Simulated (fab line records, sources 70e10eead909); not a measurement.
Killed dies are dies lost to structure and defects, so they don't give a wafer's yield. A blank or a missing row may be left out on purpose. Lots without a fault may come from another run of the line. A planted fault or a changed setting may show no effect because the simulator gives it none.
Which tool did it? | flow nand_harc | 11 lots, 33 wafers sampled, at 8 steps of a route of 1159

WHAT THE GAUGES READ, wafer by wafer
NHARC_P_STI_INSPECT_25.
lot  | measured    | on                | raw_defect_count
L832 | day 3 10:45 | defect_inspect-02 | 291 311 163
L833 | day 3 21:45 | defect_inspect-01 | 228 222 178
L836 | day 4 13:16 | defect_inspect-01 | 199 230 322
L841 | day 6 07:47 | defect_inspect-02 | 170 109 98
L843 | day 6 07:47 | defect_inspect-01 | 741 821 768
L845 | day 6 22:04 | defect_inspect-02 | 863 663 806
L846 | day 7 05:32 | defect_inspect-01 | 235 157 267
L849 | day 7 19:12 | defect_inspect-01 | 161 259 198
L851 | day 8 13:14 | defect_inspect-02 | 163 140 204
L854 | day 9 00:46 | defect_inspect-02 | 226 171 283
L855 | day 9 08:27 | defect_inspect-02 | 221 287 147

NHARC_P_GATE_INSPECT_28.
lot  | measured     | on                | raw_defect_count
L832 | day 4 09:28  | defect_inspect-02 | 9 5 9
L833 | day 4 22:16  | defect_inspect-01 | 12 8 12
L836 | day 5 10:53  | defect_inspect-02 | 7 9 11
L841 | day 7 05:51  | defect_inspect-01 | 9 16 7
L843 | day 7 06:17  | defect_inspect-02 | 539 572 573
L845 | day 7 20:16  | defect_inspect-02 | 591 576 556
L846 | day 8 04:53  | defect_inspect-01 | 9 0 2
L849 | day 8 19:25  | defect_inspect-02 | 6 8 8
L851 | day 9 11:16  | defect_inspect-02 | 9 3 5
L854 | day 10 02:11 | defect_inspect-02 | 3 12 8
L855 | day 10 06:21 | defect_inspect-01 | 6 3 4

NHARC_P_GATE_INSPECT_68.
lot  | measured     | on                | raw_defect_count
L832 | day 5 04:07  | defect_inspect-02 | 265 281 194
L833 | day 5 16:24  | defect_inspect-01 | 232 248 183
L836 | day 6 05:23  | defect_inspect-01 | 224 208 329
L841 | day 8 02:43  | defect_inspect-01 | 176 109 117
L843 | day 8 01:10  | defect_inspect-01 | 752 831 813
L845 | day 8 15:13  | defect_inspect-01 | 883 670 776
L846 | day 9 02:15  | defect_inspect-02 | 209 147 304
L849 | day 9 14:04  | defect_inspect-02 | 159 218 140
L851 | day 10 06:41 | defect_inspect-01 | 150 108 188
L854 | day 10 20:47 | defect_inspect-02 | 234 182 250
L855 | day 11 01:04 | defect_inspect-01 | 206 282 143

NHARC_END_SORT_01.
lot  | measured     | on        | killed_at_array | killed_at_other | killed_at_periphery | killed_dies | killed_open | killed_short
L843 | day 21 12:09 | prober-02 | 41 31 41        | 0 0 0           | 78 57 46            | 119 88 87   | 4 7 9       | 3 3 3
L845 | day 21 20:44 | prober-01 | 37 47 45        | 0 0 0           | 90 54 57            | 127 101 102 | 4 4 3       | 3 2 4
L849 | day 24 07:23 | prober-01 | 26 28 30        | 0 0 0           | 6 2 3               | 32 30 33    | 2 4 5       | 3 2 1
L851 | day 24 00:22 | prober-01 | 52              | 0               | 0                   | 52          | 5           | 1

WHICH TOOL RAN EACH LOT (tool, then ch and the chambers of the sampled wafers, then the start)
lot  | NHARC_P_ZERO_WELL_DESCUM_13       | NHARC_P_ZERO_WELL_RTA_42        | NHARC_P_STI_ETCH_37                | NHARC_P_GATE_DESCUM_13
L832 | rie_diel-08 ch 1,3, day 1 13:23   | rtp_anneal-01 ch 0, day 1 18:56 | wet_bench-01 ch 2,4,5, day 3 04:29 | rie_diel-12 ch 0,2,3, day 3 19:11
L833 | rie_diel-08 ch 0,1,3, day 1 19:17 | rtp_anneal-01 ch 0, day 2 01:04 | wet_bench-02 ch 3,5,6, day 3 13:39 | rie_diel-12 ch 0,1,3, day 4 06:02
L836 | rie_diel-08 ch 1,2,3, day 2 13:25 | rtp_anneal-01 ch 0, day 2 19:04 | wet_bench-02 ch 2,3,6, day 4 08:13 | rie_diel-03 ch 0,1,2, day 4 21:38
L841 | rie_diel-08 ch 0,1, day 3 19:26   | rtp_anneal-02 ch 0, day 4 01:09 | wet_bench-07 ch 0,6,7, day 5 18:13 | rie_diel-12 ch 0,3, day 6 16:19
L843 | rie_diel-07 ch 0,1,2, day 4 07:28 | rtp_anneal-01 ch 0, day 4 12:50 | wet_bench-02 ch 2,4,7, day 6 02:24 | rie_diel-12 ch 0,3, day 6 16:24
L845 | rie_diel-11 ch 1,2,3, day 4 19:21 | rtp_anneal-01 ch 0, day 5 00:51 | wet_bench-02 ch 2,3,5, day 6 13:56 | rie_diel-12 ch 0,1,3, day 7 06:18
L846 | rie_diel-08 ch 1,3, day 5 01:25   | rtp_anneal-02 ch 0, day 5 06:56 | wet_bench-01 ch 1,2,7, day 6 21:34 | rie_diel-10 ch 1,2,3, day 7 14:20
L849 | rie_diel-11 ch 0,1,3, day 5 19:17 | rtp_anneal-02 ch 0, day 6 00:54 | wet_bench-01 ch 3,6,7, day 7 11:05 | rie_diel-03 ch 1,2, day 8 03:35
L851 | rie_diel-11 ch 0,1,3, day 6 07:16 | rtp_anneal-01 ch 0, day 6 12:29 | wet_bench-07 ch 0,1,6, day 8 02:38 | rie_diel-10 ch 0,2,3, day 8 21:44
L854 | rie_diel-08 ch 2,3, day 7 01:24   | rtp_anneal-01 ch 0, day 7 07:09 | wet_bench-01 ch 3,5,6, day 8 16:47 | rie_diel-10 ch 0,2,3, day 9 09:17
L855 | rie_diel-11 ch 0,1,3, day 7 07:28 | rtp_anneal-01 ch 0, day 7 13:03 | wet_bench-07 ch 0,4,7, day 9 00:21 | rie_diel-10 ch 0,1,2, day 9 16:33
- NHARC_P_ZERO_WELL_DESCUM_13: chemistry O2, time 3 s.
- NHARC_P_ZERO_WELL_RTA_42: time 300 s.
- NHARC_P_STI_ETCH_37: etches SiO2 in dHF, target depth 11 nm.
- NHARC_P_GATE_DESCUM_13: chemistry O2, time 3 s.

WHAT THE TOOLS THEMSELVES READ (means of the sampled wafers that have a number; where no wafer has one, the mark that the record gives instead)
NHARC_P_ZERO_WELL_DESCUM_13.
lot  | tool        | drypump_motor_current_A (A) | oes_product_au (a.u.) | rf_vpp_V (V) | showerhead_plenum_p_Torr (Torr) | throttle_valve_pct (%)
L832 | rie_diel-08 | 6.4                         | 0.997                 | 58.0         | 1.96                            | 11.304
L833 | rie_diel-08 | 6.1                         | 0.996                 | 57.0         | 1.97                            | 11.309
L836 | rie_diel-08 | 6.0                         | 1.003                 | 57.9         | 1.96                            | 11.301
L841 | rie_diel-08 | 5.9                         | 1.002                 | 58.3         | 1.97                            | 11.313
L843 | rie_diel-07 | 5.3                         | 1.006                 | 58.0         | 1.97                            | 11.314
L845 | rie_diel-11 | 5.9                         | 0.993                 | 57.5         | 1.97                            | 11.311
L846 | rie_diel-08 | 6.3                         | 0.999                 | 57.5         | 1.96                            | 11.301
L849 | rie_diel-11 | 5.7                         | 0.996                 | 58.5         | 1.93                            | 11.304
L851 | rie_diel-11 | 5.7                         | 0.991                 | 57.8         | 1.93                            | 11.304
L854 | rie_diel-08 | 5.8                         | 0.992                 | 58.7         | 2.00                            | 11.314
L855 | rie_diel-11 | 5.7                         | 0.987                 | 58.1         | 1.93                            | 11.309

NHARC_P_ZERO_WELL_RTA_42.
lot  | tool          | lamp_power_pct (%) | lamp_zone_3_pct (%) | wafer_temp_C_max
L832 | rtp_anneal-01 | 46                 | 46                  | 1105.8
L833 | rtp_anneal-01 | 46                 | 46                  | 1104.8
L836 | rtp_anneal-01 | 46                 | 46                  | 1106.4
L841 | rtp_anneal-02 | 31                 | 31                  | 1104.9
L843 | rtp_anneal-01 | 46                 | 46                  | 1104.8
L845 | rtp_anneal-01 | 46                 | 46                  | 1105.1
L846 | rtp_anneal-02 | 31                 | 31                  | 1104.4
L849 | rtp_anneal-02 | 31                 | 31                  | 1104.0
L851 | rtp_anneal-01 | 46                 | 46                  | 1105.4
L854 | rtp_anneal-01 | 46                 | 46                  | 1105.3
L855 | rtp_anneal-01 | 46                 | 46                  | 1105.7

NHARC_P_GATE_DESCUM_13.
lot  | tool        | drypump_motor_current_A (A) | oes_product_au (a.u.) | rf_vpp_V (V) | showerhead_plenum_p_Torr (Torr) | throttle_valve_pct (%)
L832 | rie_diel-12 | 5.7                         | 0.997                 | 57.7         | 2.00                            | 11.317
L833 | rie_diel-12 | 5.6                         | 1.002                 | 58.4         | 1.94                            | 11.307
L836 | rie_diel-03 | 5.1                         | 1.007                 | 57.3         | 1.96                            | 11.308
L841 | rie_diel-12 | 5.4                         | 0.988                 | 57.8         | 1.97                            | 11.316
L843 | rie_diel-12 | 5.5                         | 0.983                 | 58.0         | 1.98                            | 11.311
L845 | rie_diel-12 | 5.6                         | 0.979                 | 57.6         | 1.94                            | 11.310
L846 | rie_diel-10 | 5.8                         | 1.009                 | 58.2         | 1.83                            | 11.312
L849 | rie_diel-03 | 5.1                         | 1.016                 | 58.4         | 1.98                            | 11.319
L851 | rie_diel-10 | 5.4                         | 1.002                 | 57.4         | 1.86                            | 11.319
L854 | rie_diel-10 | 5.4                         | 0.997                 | 56.9         | 1.86                            | 11.307
L855 | rie_diel-10 | 5.8                         | 1.012                 | 57.5         | 1.88                            | 11.310

THE ANSWER, worked out from the rows above alone
Rule: what is usual is taken from the lots themselves. Put in order of their means at a reading, lots are off if they are a third of the lots or fewer, leave a main group of 4 or more, and stand apart from it by a gap of 3 or more times the standard deviation of the main group's means; of several such gaps the widest counts. A main group whose means are all the same, to the digits that the tables above print for the reading, isn't used. A lot without any number at a reading at which 4 lots or more have one is off too. The other lots that the step has rows for count as sound. The gauges are gone through in route order, then the tools' own readings, and for those a lot's mean is taken as printed above. The first step at which some lot is off is used, and at that step the reading that is off furthest; a lot without a number counts as furthest.
Off: L843, L845, at NHARC_P_STI_INSPECT_25 (raw_defect_count). The main group: mean 209, standard deviation 38.
A tool fits if, at a process step before that reading, it ran every lot that is off, and no sound lot after the first of them. The gauges at NHARC_P_STI_INSPECT_25 are tried like those tools. One fits: wet_bench-02 at NHARC_P_STI_ETCH_37. Its last sound lot is L836 (day 4 08:13), its first lot that is off L843 (day 6 02:24): a fault that began between those two fits.

WHAT THE SIMULATOR HAD PUT IN
Chamber particle source: wet_bench-02, from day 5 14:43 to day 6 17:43, at NHARC_P_STI_ETCH_37. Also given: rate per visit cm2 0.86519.
Lots struck among those shown: L843, L845. The rule above found the same.
